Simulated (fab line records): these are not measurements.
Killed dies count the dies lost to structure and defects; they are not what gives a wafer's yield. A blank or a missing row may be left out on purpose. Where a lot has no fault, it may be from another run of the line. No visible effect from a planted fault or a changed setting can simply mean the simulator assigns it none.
8D (eight disciplines) problem report, filled in by code || flow nand_harc || the parts of the form that need people (team, actions taken, sign-off) are left out

== 1. PROBLEM STATEMENT ==
Wafers without a fault read 0.27 %, standard deviation 0.22; sort_bin_3_pct at NHARC_END_SORT_01 reads a mean of 2.29 % on 6 wafers belonging to 2 lots. Measured from the usual mean, that is +9.2 standard deviations.
First observed at day 22 14:59: wafer L639.2, on prober-01. The record has a number at this step for 9 wafers belonging to 3 lots. Rule for "out", or "out of limits": more than 4 standard deviations from the usual mean. The other wafers with a number count as sound.

== 2. WHAT THIS IS AND IS NOT ==
{"question": "which readings at this step", "is": "sort_bin_3_pct, defect_limited_yield, killed_dies, sort_bin_2_pct, sort_n_pass, sort_yield_pct", "is not": "killed_at_periphery, killed_open, killed_short"}
{"question": "which lots", "is": "L639, L644", "is not": "L637"}
{"question": "which wafers of those lots", "is": "all that have a number", "is not": "-"}
{"question": "read on which gauges", "is": "prober-01", "is not": "prober-02"}
{"question": "when", "is": "from day 22 14:59", "is not": "up to then (3 sound wafers)"}

== 3. THE SUSPECTS, EACH WITH WHAT RULES IT OUT ==
Counting: any tool at a process step up to the reading is kept as a suspect provided that every lot that is out went through it and no sound lot did after the first of them.
- the gauge at NHARC_END_SORT_01: kept. All the wafers that are out were read on prober-01, and no step on other tools shows them out.
- rie_diel-05 at NHARC_A_M1_STRIP_18 (strips in N2/H2): kept. It processed each lot that is out, first L639 at day 21 00:59, and no sound lot thereafter; up to then, the last sound lot it processed was L637 at day 20 09:50.
- cmp-01 at NHARC_A_BONDPAD_CMP_29 (polishes SiCN, target thk 200 nm): kept. It ran every lot that is out, first L639 (day 21 04:43), and no sound lot after that.
The count leaves rie_diel-05 at NHARC_A_M1_STRIP_18, cmp-01 at NHARC_A_BONDPAD_CMP_29, and prober-01 at NHARC_END_SORT_01.

== 4. THE CAUSE (what the simulator had put in) ==
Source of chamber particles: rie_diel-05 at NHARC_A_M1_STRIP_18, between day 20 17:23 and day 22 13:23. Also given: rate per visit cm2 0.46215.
After counting, 3 suspects remain, this tool included.

== 5. THE EFFECT CHAIN, in route order ==
One row per reading whose mean, taken over the struck wafers that have a number, lies over 3 standard deviations from the usual. Only readings whose record carries a usual standard deviation are examined. hours: median over the lots of the time between each lot's start at the first step of this table that gives one and its start at this step. sigmas: the change, counted in usual standard deviations.
{"hours": 0, "step": "NHARC_END_SORT_01", "reading": "defect_limited_yield", "usual": "95.2 %", "on struck wafers": 85.2, "change": -10.0, "sigmas": -5.2}
{"hours": 0, "step": "NHARC_END_SORT_01", "reading": "killed_at_array", "usual": 29, "on struck wafers": 96, "change": "+67", "sigmas": "+5.2"}
{"hours": 0, "step": "NHARC_END_SORT_01", "reading": "killed_dies", "usual": 33, "on struck wafers": 100, "change": "+67", "sigmas": "+5.2"}
{"hours": 0, "step": "NHARC_END_SORT_01", "reading": "sort_bin_2_pct", "usual": "1.5 %", "on struck wafers": 6.4, "change": "+4.9", "sigmas": "+6.1"}
{"hours": 0, "step": "NHARC_END_SORT_01", "reading": "sort_bin_3_pct", "usual": "0.27 %", "on struck wafers": 2.29, "change": "+2.02", "sigmas": "+9.2"}
{"hours": 0, "step": "NHARC_END_SORT_01", "reading": "sort_n_pass", "usual": 644, "on struck wafers": 577, "change": -67, "sigmas": -5.2}
{"hours": 0, "step": "NHARC_END_SORT_01", "reading": "sort_yield_pct", "usual": "95.2 %", "on struck wafers": 85.2, "change": -10.0, "sigmas": -5.2}

== 6. HOW IT WOULD HAVE BEEN CAUGHT EARLIER ==
In this record the first reading out of limits at a measuring or inspecting step was taken at day 22 14:59, 46 hours after the fault began at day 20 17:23.
No tool reading at NHARC_A_M1_STRIP_18 that has a usual standard deviation in the record was out on any struck wafer, so an alarm limit of 4 standard deviations on those readings would not have fired.
By day 22 14:59, every lot that is out (2) had started NHARC_A_M1_STRIP_18 on rie_diel-05. None of them would have been spared by holding the tool at that moment.
